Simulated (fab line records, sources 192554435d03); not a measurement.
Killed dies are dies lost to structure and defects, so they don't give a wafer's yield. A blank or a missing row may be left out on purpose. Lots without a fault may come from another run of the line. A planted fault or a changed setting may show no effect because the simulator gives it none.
fab line records | flow n5_finfet
record lots=7 wafers=21
route steps=1938 shown WELL_APT@21 PMOS_HMC_CHANNEL_EPI@63 FIN_SAQP@130 FIN_CUT@169 SD_EPI_N@269 SD_EPI_P@312 SDB@348
start_h: hours from the record's first day to the start of the lot's first wafer shown | wait_h: hours since the lot's step before | " the same as in the row above | L1.1+2: a row that stands for several wafers | - no value, or no start given | * or withheld: withheld | < > ~ a bound
route shown NAME@n: a module of which the file shows steps, and the number in the route of the first | usual: mean/standard deviation of fault-free wafers | same: alike in all rows | chamber/n: place in a boat | sites: the reading at each site | _std_site: their standard deviation | _edge_site: outer sites' mean less inner sites' | radius_mm: how far each site lies from the wafer's centre | mask NAME#n: copy n | behind: the tool/chamber that last shaped the wafer | hold: why the lot was held/for how many hours/how that ended | device: the transistor (n, p or np) that didn't switch | end of line: the same wafers' tests at the end of the route | a step without rows: its recipe alone | killed: dies lost to structure and defects at the first sort, not the wafer's yield | map: a wafer's dies, x killed, . not, _ none there
set.NAME: the setting as run; set.NAME@STEP: as run at that earlier step | model.NAME: the simulator's own value behind a step, which no gauge read
lots whose settings were changed on purpose; a table a step, a row a wafer
## steps
# step N5_WELL_APT_COAT_02
# recipe spin_rpm=1357 resist_thk_nm=950
# columns lot.wafer tool chamber start_h wait_h set.spin_rpm model.coat_of_WELL_APT_COAT_02.thk_nm
L074.2 litho_track-05 0 - - 1468 913.8
L074.3 " 0 " " 1357 949.7
L074.5 " 0 " " 1468 914.7
L078.3 litho_track-05 0 - - 1357 951.7
L078.5 " 0 " " 1413 932.7
L078.6 " 0 " " 1357 951.3
L082.3 litho_track-03 0 - - 1357 949.1
L082.5+6 " 0 " " 1216 1002
L085.1 litho_track-01 0 - - 1397 936.7
L085.2 " 0 " " 1397 936
L085.6 " 0 " " 1357 951.8
L090.2 litho_track-03 0 - - 1357 950.4
L090.4 " 0 " " 1357 949.8
L090.5 " 0 " " 1357 947.9
L091.2 litho_track-03 0 - - 1498 904
L091.3 " 0 " " 1498 903.4
L091.5 " 0 " " 1357 954.5
L094.3 litho_track-05 0 - - 1357 948.1
L094.4 " 0 " " 1357 951
L094.5 " 0 " " 1357 951.2
# step N5_WELL_APT_EXPOSE_05
# recipe mask_id=NWELL na=0.8 source_shape=conventional sigma_outer=0.8 polarization=unpolarized defocus_nm=0 target_cd_nm=200 dose_mj=20.3
# columns lot.wafer tool chamber start_h wait_h mask set.dose_mj
L074.2+3 krf_scanner-02 0 13.39 - NWELL#0 21.42
L074.5 " 0 " " NWELL#0 20.3
L078.3+5+6 krf_scanner-02 0 37.54 - NWELL#0 20.3
L082.3 krf_scanner-02 0 61.53 - NWELL#0 19.44
L082.5+6 " 0 " " NWELL#0 20.3
L085.1+2+6 krf_scanner-02 0 79.57 - NWELL#0 20.3
L090.2 krf_scanner-01 0 109.39 - NWELL#0 19.22
L090.4+5 " 0 " " NWELL#0 20.3
L091.2+5 krf_scanner-02 0 115.66 - NWELL#0 20.3
L091.3 " 0 " " NWELL#0 19.03
L094.3+4+5 krf_scanner-01 0 133.48 - NWELL#0 20.3
# step N5_WELL_APT_PEB_06
# recipe peb_temp_c=130 peb_time_s=90
# step N5_WELL_APT_DEVELOP_07
# recipe develop_time_s=45 rinse_liquid=surfactant_rinse dry=air_spin dev_temp_c=21
# step N5_WELL_APT_HARDBAKE_12
# recipe temp_c=130 time_s=120
# step N5_WELL_APT_CD_MEAS_08
# recipe target_cd_nm=200 landing_energy_ev=500 detector=se_inlens
# usual cd_nm=199.5/1.5
# columns lot.wafer tool chamber start_h wait_h set.dose_mj@WELL_APT_EXPOSE_05 cd_nm
L074.2 cd_sem-02 0 13.56 - 21.42 210.1
L074.3 " 0 " " 21.42 207.9
L074.5 " 0 " " 20.3 202.2
L078.3 cd_sem-03 0 37.71 - 20.3 198.0
L078.5 " 0 " " 20.3 200.7
L078.6 " 0 " " 20.3 197.8
L082.3 cd_sem-02 0 61.69 - 19.44 192.3
L082.5 " 0 " " 20.3 197.8
L082.6 " 0 " " 20.3 197.9
L085.1 cd_sem-01 0 79.75 - 20.3 197.7
L085.2 " 0 " " 20.3 197.2
L085.6 " 0 " " 20.3 197.4
L090.2 cd_sem-01 0 109.56 - 19.22 190.9
L090.4 " 0 " " 20.3 198.0
L090.5 " 0 " " 20.3 201.0
L091.2 cd_sem-02 0 115.83 - 20.3 201.6
L091.3 " 0 " " 19.03 189.6
L091.5 " 0 " " 20.3 197.9
L094.3 cd_sem-03 0 133.64 - 20.3 198.7
L094.4 " 0 " " 20.3 200.1
L094.5 " 0 " " 20.3 198.0
# step N5_WELL_APT_DESCUM_13
# recipe chemistry=O2 time_s=7.9 source_power_w=50 bias_power_w=20 pressure_mtorr=20 rf_frequency_hz=2.712e+07 temp_c=40 o2_flow_sccm=225
# columns lot.wafer tool chamber start_h wait_h set.dose_mj@WELL_APT_EXPOSE_05 model.WELL_APT.cd_nm
L074.2 rie_diel-04 0 13.69 0.1 21.42 209.8
L074.3 " 2 " " 21.42 208
L074.5 " 3 " " 20.3 202
L078.3 rie_diel-04 2 37.79 0.0 20.3 198.2
L078.5 " 2 " " 20.3 200.6
L078.6 " 0 " " 20.3 197.9
L082.3 rie_diel-04 0 61.78 0.0 19.44 192.1
L082.5 " 1 " " 20.3 197.7
L082.6 " 0 " " 20.3 198
L085.1 rie_diel-03 0 80.14 0.3 20.3 197.8
L085.2 " 2 " " 20.3 197.1
L085.6 " 2 " " 20.3 197.3
L090.2 rie_diel-03 1 109.65 0.0 19.22 190.6
L090.4 " 0 " " 20.3 198.1
L090.5 " 1 " " 20.3 200.6
L091.2 rie_diel-01 1 115.92 0.0 20.3 201.7
L091.3 " 2 " " 19.03 189.7
L091.5 " 2 " " 20.3 198.1
L094.3 rie_diel-01 1 133.73 0.0 20.3 199.2
L094.4 " 0 " " 20.3 200.3
L094.5 " 3 " " 20.3 197.8
# step N5_PMOS_HMC_CHANNEL_EPI_PEB_07
# recipe peb_temp_c=110 peb_time_s=60 resist=CAR-ArF-block
# columns lot.wafer tool chamber start_h wait_h set.peb_time_s
L074.2+3+5 litho_track-05 0 16.97 0.0 60
L078.3+5 litho_track-02 0 41.02 0.0 66.51
L078.6 " 0 " " 60
L082.3+6 litho_track-05 0 64.99 0.0 56.41
L082.5 " 0 " " 60
L085.1+2+6 litho_track-05 0 83.90 0.1 60
L090.2+5 litho_track-04 0 112.91 0.0 60
L090.4 " 0 " " 52.28
L091.2+3 litho_track-02 0 119.08 0.0 60
L091.5 " 0 " " 49.77
L094.3+4+5 litho_track-04 0 136.90 0.0 60
# step N5_PMOS_HMC_CHANNEL_EPI_DEVELOP_08
# recipe develop_time_s=30 developer=TMAH resist=CAR-ArF-block dev_temp_c=23 rinse_liquid=diw dry=air_spin
# columns lot.wafer tool chamber start_h wait_h set.develop_time_s
L074.2+5 litho_track-05 0 - - 27.68
L074.3 " 0 " " 30
L078.3+5 litho_track-02 0 - - 30
L078.6 " 0 " " 31.82
L082.3+5+6 litho_track-05 0 - - 30
L085.1 litho_track-05 0 - - 30
L085.2+6 " 0 " " 33.2
L090.2+5 litho_track-04 0 - - 35.5
L090.4 " 0 " " 30
L091.2+3+5 litho_track-02 0 - - 30
L094.3+4+5 litho_track-04 0 - - 30
# step N5_PMOS_HMC_CHANNEL_EPI_CD_MEAS_09
# recipe target_cd_nm=237.4 landing_energy_ev=500 detector=se_inlens
# usual cd_nm=237.3/1
# columns lot.wafer tool chamber start_h wait_h set.peb_time_s@PMOS_HMC_CHANNEL_EPI_PEB_07 cd_nm
L074.2 cd_sem-03 0 17.03 - 60 236.6
L074.3 " 0 " " 60 237.3
L074.5 " 0 " " 60 237.8
L078.3 cd_sem-02 0 41.09 - 66.51 240.2
L078.5 " 0 " " 66.51 240.9
L078.6 " 0 " " 60 238.0
L082.3 cd_sem-03 0 65.06 - 56.41 233.7
L082.5 " 0 " " 60 237.8
L082.6 " 0 " " 56.41 233.7
L085.1 cd_sem-02 0 83.97 - 60 236.3
L085.2 " 0 " " 60 237.0
L085.6 " 0 " " 60 237.3
L090.2 cd_sem-03 0 112.98 - 60 239.7
L090.4 " 0 " " 52.28 232.6
L090.5 " 0 " " 60 239.4
L091.2 cd_sem-03 0 119.14 - 60 236.0
L091.3 " 0 " " 60 235.6
L091.5 " 0 " " 49.77 228.1
L094.3 cd_sem-01 0 136.97 - 60 237.7
L094.4 " 0 " " 60 237.7
L094.5 " 0 " " 60 237.9
# step N5_PMOS_HMC_CHANNEL_EPI_DESCUM_14
# recipe chemistry=O2 time_s=7.9 source_power_w=50 bias_power_w=20 pressure_mtorr=20 rf_frequency_hz=2.712e+07 temp_c=40 resist=CAR-ArF-block o2_flow_sccm=225
# columns lot.wafer tool chamber start_h wait_h set.peb_time_s@PMOS_HMC_CHANNEL_EPI_PEB_07 model.PMOS_HMC_CHANNEL_EPI.cd_nm
L074.2 rie_diel-02 2 17.12 0.0 60 236.4
L074.3 " 1 " " 60 237.2
L074.5 " 2 " " 60 237.4
L078.3 rie_diel-05 2 41.18 0.0 66.51 240.5
L078.5 " 1 " " 66.51 240.7
L078.6 " 2 " " 60 238.3
L082.3 rie_diel-02 2 65.15 0.0 56.41 233.8
L082.5 " 2 " " 60 237.6
L082.6 " 3 " " 56.41 233.9
L085.1 rie_diel-02 2 84.06 0.0 60 236.5
L085.2+6 " 3,2 " " 60 237.2
L090.2 rie_diel-02 3 113.06 0.0 60 239.9
L090.4 " 0 " " 52.28 232.3
L090.5 " 1 " " 60 239.2
L091.2 rie_diel-02 2 119.23 0.0 60 235.3
L091.3 " 3 " " 60 235.5
L091.5 " 1 " " 49.77 228
L094.3 rie_diel-05 3 137.06 0.0 60 237.6
L094.4+5 " 0,3 " " 60 237.5
# step N5_FIN_SAQP_ETCH_65
# recipe chemistry=CF4 target=SiO2 target_depth_a=40 ion_energy_ev=350 time_s=4.4 pressure_mtorr=10 icp_w=800 bias_w=400 cf4_flow_sccm=80
# columns lot.wafer tool chamber start_h wait_h set.time_s model.etch.depth_nm
L074.2 rie_si-06 2 23.53 0.1 4.4 4.096
L074.3 " 1 " " 4.4 4.012
L074.5 " 0 " " 4.4 4.053
L078.3 rie_si-01 0 47.94 0.1 4.4 4.018
L078.5 " 3 " " 3.988 3.693
L078.6 " 2 " " 4.4 3.993
L082.3 rie_si-01 3 71.57 0.1 4.4 4.118
L082.5 " 0 " " 4.4 4.055
L082.6 " 3 " " 5.18 4.864
L085.1 rie_si-06 0 91.26 0.1 4.4 3.994
L085.2 " 2 " " 4.4 4.045
L085.6 " 0 " " 4.4 3.999
L090.2 rie_si-03 3 120.37 0.1 3.556 3.267
L090.4 " 0 " " 4.4 3.948
L090.5 " 0 " " 4.4 3.896
L091.2 rie_si-06 2 127.44 0.1 4.4 4.112
L091.3 " 3 " " 4.4 3.99
L091.5 " 0 " " 3.49 3.178
L094.3 rie_si-03 2 143.68 0.1 4.4 3.997
L094.4 " 0 " " 4.4 3.987
L094.5 " 0 " " 4.4 3.965
# step N5_FIN_CUT_ETCH_21
# recipe chemistry=N2/H2 target=SOC target_depth_a=2190 overetch_a=438 mask_material=SiARC temp_c=40 ion_energy_ev=100 bias_w=61 time_s=523.5 pressure_mtorr=30 source_w=850 n2_flow_sccm=200 h2_flow_sccm=200
# columns lot.wafer tool chamber start_h wait_h set.time_s model.SiARC_of_FIN_CUT_COAT_19.thk_nm
L074.2 rie_diel-06 0 26.02 0.0 523.5 12
L074.3+5 " 2 " " 523.5 12.2
L078.3 rie_diel-06 2 51.62 0.0 523.5 12
L078.5 " 2 " " 480.1 12.6
L078.6 " 1 " " 480.1 12.2
L082.3 rie_diel-02 3 74.33 0.0 467.4 12.8
L082.5 " 0 " " 523.5 11.8
L082.6 " 1 " " 467.4 12.6
L085.1+6 rie_diel-02 2 95.15 0.0 523.5 11.8
L085.2 " 3 " " 558.7 11.6
L090.2+4 rie_diel-05 1,2 123.53 0.0 523.5 11.8
L090.5 " 1 " " 622.7 10.2
L091.2 rie_diel-02 0 129.96 0.0 523.5 11.8
L091.3+5 " 1 " " 447.9 13
L094.3+4+5 rie_diel-05 3,1,3 146.29 0.0 523.5 11.8
# step N5_FIN_CUT_CUT_ETCH_26
# recipe chemistry=CH3F/O2 target=SiNx target_depth_a=390 mask_material=SOC time_s=55.7 pressure_mtorr=30 source_w=395 bias_w=73 Ar_flow_sccm=150 CH3F_flow_sccm=30 O2_flow_sccm=20 ion_energy_ev=120
# usual rf_vpp_V=296.9/2.5
# columns lot.wafer tool chamber start_h wait_h set.source_w rf_vpp_V
L074.2 rie_diel-06 0 26.37 0.0 395 297.0
L074.3 " 2 " " 395 293.6
L074.5 " 2 " " 416.1 286.3
L078.3 rie_diel-06 2 51.97 0.0 395 294.1
L078.5 " 2 " " 395 292.5
L078.6 " 1 " " 395 300.1
L082.3 rie_diel-02 3 74.68 0.0 395 301.1
L082.5 " 0 " " 395 296.2
L082.6 " 1 " " 395 297.9
L085.1 rie_diel-02 2 95.49 0.0 350.3 313.5
L085.2 " 3 " " 395 300.5
L085.6 " 2 " " 350.3 312.7
L090.2 rie_diel-05 1 123.88 0.0 395 292.7
L090.4 " 2 " " 395 296.7
L090.5 " 1 " " 395 291.9
L091.2 rie_diel-02 0 130.31 0.0 441.9 281.6
L091.3 " 1 " " 395 297.9
L091.5 " 1 " " 395 299.0
L094.3 rie_diel-05 3 146.64 0.0 395 297.8
L094.4 " 1 " " 395 293.4
L094.5 " 3 " " 395 297.2
# step N5_SD_EPI_N_DEVELOP_08
# recipe develop_time_s=30 developer=TMAH resist=CAR-ArF-block dev_temp_c=23 rinse_liquid=diw dry=air_spin
# columns lot.wafer tool chamber start_h wait_h set.develop_time_s
L074.2 litho_track-03 0 - - 32.07
L074.3+5 " 0 " " 30
L078.3+5+6 litho_track-05 0 - - 30
L082.3 litho_track-01 0 - - 30
L082.5+6 " 0 " " 35.76
L085.1 litho_track-01 0 - - 30
L085.2+6 " 0 " " 27.56
L090.2+4+5 litho_track-05 0 - - 30
L091.2+3 litho_track-03 0 - - 23.96
L091.5 " 0 " " 30
L094.3+4+5 litho_track-01 0 - - 30
# step N5_SD_EPI_N_CD_MEAS_09
# recipe target_cd_nm=120 landing_energy_ev=500 detector=se_inlens
# usual cd_nm=120.0/0.55
# columns lot.wafer tool chamber start_h wait_h set.develop_time_s@SD_EPI_N_DEVELOP_08 cd_nm
L074.2 cd_sem-03 0 46.66 - 32.07 120.1
L074.3 " 0 " " 30 120.1
L074.5 " 0 " " 30 119.7
L078.3 cd_sem-01 0 73.71 - 30 119.8
L078.5 " 0 " " 30 119.8
L078.6 " 0 " " 30 120.0
L082.3 cd_sem-02 0 95.16 - 30 119.5
L082.5 " 0 " " 35.76 120.1
L082.6 " 0 " " 35.76 120.3
L085.1 cd_sem-01 0 117.98 - 30 119.9
L085.2 " 0 " " 27.56 119.9
L085.6 " 0 " " 27.56 119.4
L090.2 cd_sem-03 0 148.31 - 30 120.0
L090.4 " 0 " " 30 120.2
L090.5 " 0 " " 30 120.3
L091.2 cd_sem-01 0 155.89 - 23.96 118.9
L091.3 " 0 " " 23.96 119.1
L091.5 " 0 " " 30 120.5
L094.3 cd_sem-03 0 169.28 - 30 119.6
L094.4 " 0 " " 30 119.5
L094.5 " 0 " " 30 119.7
# step N5_SD_EPI_P_ETCH_16
# recipe chemistry=CHF3/O2 target=SiO2 target_depth_a=50 mask_material=SOC pressure_mtorr=30 source_w=650 bias_w=170 Ar_flow_sccm=200 CHF3_flow_sccm=50 O2_flow_sccm=5 ion_energy_ev=200
# columns lot.wafer tool chamber start_h wait_h set.target_depth_a model.etch.depth_nm
L074.2 rie_diel-06 1 52.85 0.1 50 5.093
L074.3 " 0 " " 50 4.99
L074.5 " 0 " " 50 5.023
L078.3 rie_diel-06 3 79.18 0.1 48.01 4.636
L078.5 " 1 " " 48.01 4.86
L078.6 " 2 " " 50 4.942
L082.3 rie_diel-05 1 100.30 0.1 53.14 5.477
L082.5 " 0 " " 50 5.093
L082.6 " 3 " " 50 4.983
L085.1 rie_diel-06 2 124.26 0.1 45.9 4.56
L085.2 " 3 " " 50 4.829
L085.6 " 0 " " 45.9 4.523
L090.2 rie_diel-05 1 155.28 0.1 50 5.083
L090.4 " 3 " " 50 5.109
L090.5 " 1 " " 54.68 5.569
L091.2 rie_diel-05 3 163.05 0.1 50 5.1
L091.3 " 0 " " 50 5.083
L091.5 " 1 " " 50 5.179
L094.3 rie_diel-06 2 174.42 0.1 50 4.939
L094.4 " 0 " " 50 4.997
L094.5 " 1 " " 50 5.067
# step N5_SDB_COAT_03
# recipe resist=SOC temp_c=250 time_s=60 spin_rpm=1500 resist_thk_nm=100
# columns lot.wafer tool chamber start_h wait_h set.spin_rpm model.SOC_of_SDB_COAT_03.thk_nm
L074.2+3 litho_track-01 0 63.56 0.1 1500 100.4
L074.5 " 0 " " 1500 100
L078.3 litho_track-03 0 89.93 0.1 1500 100.2
L078.5 " 0 " " 1500 100
L078.6 " 0 " " 1445 101.6
L082.3+5 litho_track-01 0 110.84 0.1 1422 102.4
L082.6 " 0 " " 1500 99.8
L085.1 litho_track-03 0 135.37 0.1 1500 100.6
L085.2+6 " 0 " " 1500 100.8
L090.2 litho_track-03 0 165.63 0.1 1500 100.4
L090.4 " 0 " " 1500 100
L090.5 " 0 " " 1500 100.2
L091.2 litho_track-03 0 175.49 0.1 1500 99.6
L091.3 " 0 " " 1370 104.4
L091.5 " 0 " " 1500 100
L094.3 litho_track-03 0 184.79 0.1 1500 100.4
L094.4+5 " 0 " " 1500 100.2
## key
split step=N5_WELL_APT_COAT_02 setting=spin_rpm stated=1357 by=wafer
response step=N5_WELL_APT_COAT_02 reading=model.coat_of_WELL_APT_COAT_02.thk_nm change=-4.82 per=1% r=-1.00
split step=N5_WELL_APT_EXPOSE_05 setting=dose_mj stated=20.3 by=wafer
response step=N5_WELL_APT_CD_MEAS_08 reading=cd_nm change=+1.47 per=1% r=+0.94
response step=N5_WELL_APT_DESCUM_13 reading=model.WELL_APT.cd_nm change=+1.49 per=1% r=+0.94
split step=N5_PMOS_HMC_CHANNEL_EPI_PEB_07 setting=peb_time_s stated=60 by=wafer
response step=N5_PMOS_HMC_CHANNEL_EPI_CD_MEAS_09 reading=cd_nm change=+0.449 per=1% r=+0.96
response step=N5_PMOS_HMC_CHANNEL_EPI_DESCUM_14 reading=model.PMOS_HMC_CHANNEL_EPI.cd_nm change=+0.436 per=1% r=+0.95
split step=N5_PMOS_HMC_CHANNEL_EPI_DEVELOP_08 setting=develop_time_s stated=30 by=wafer
response none clear
split step=N5_FIN_SAQP_ETCH_65 setting=time_s stated=4.4 by=wafer
response step=N5_FIN_SAQP_ETCH_65 reading=model.etch.depth_nm change=+0.0395 per=1% r=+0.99
split step=N5_FIN_CUT_ETCH_21 setting=time_s stated=523.5 by=wafer
response step=N5_FIN_CUT_ETCH_21 reading=model.SiARC_of_FIN_CUT_COAT_19.thk_nm change=-0.0778 per=1% r=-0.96
split step=N5_FIN_CUT_CUT_ETCH_26 setting=source_w stated=395 by=wafer
response step=N5_FIN_CUT_CUT_ETCH_26 reading=rf_vpp_V change=-1.31 per=1% r=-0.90
split step=N5_SD_EPI_N_DEVELOP_08 setting=develop_time_s stated=30 by=wafer
response step=N5_SD_EPI_N_CD_MEAS_09 reading=cd_nm change=+0.0541 per=1% r=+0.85
split step=N5_SD_EPI_P_ETCH_16 setting=target_depth_a stated=50 by=wafer
response step=N5_SD_EPI_P_ETCH_16 reading=model.etch.depth_nm change=+0.049 per=1% r=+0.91
split step=N5_SDB_COAT_03 setting=spin_rpm stated=1500 by=wafer
response step=N5_SDB_COAT_03 reading=model.SOC_of_SDB_COAT_03.thk_nm change=-0.509 per=1% r=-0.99
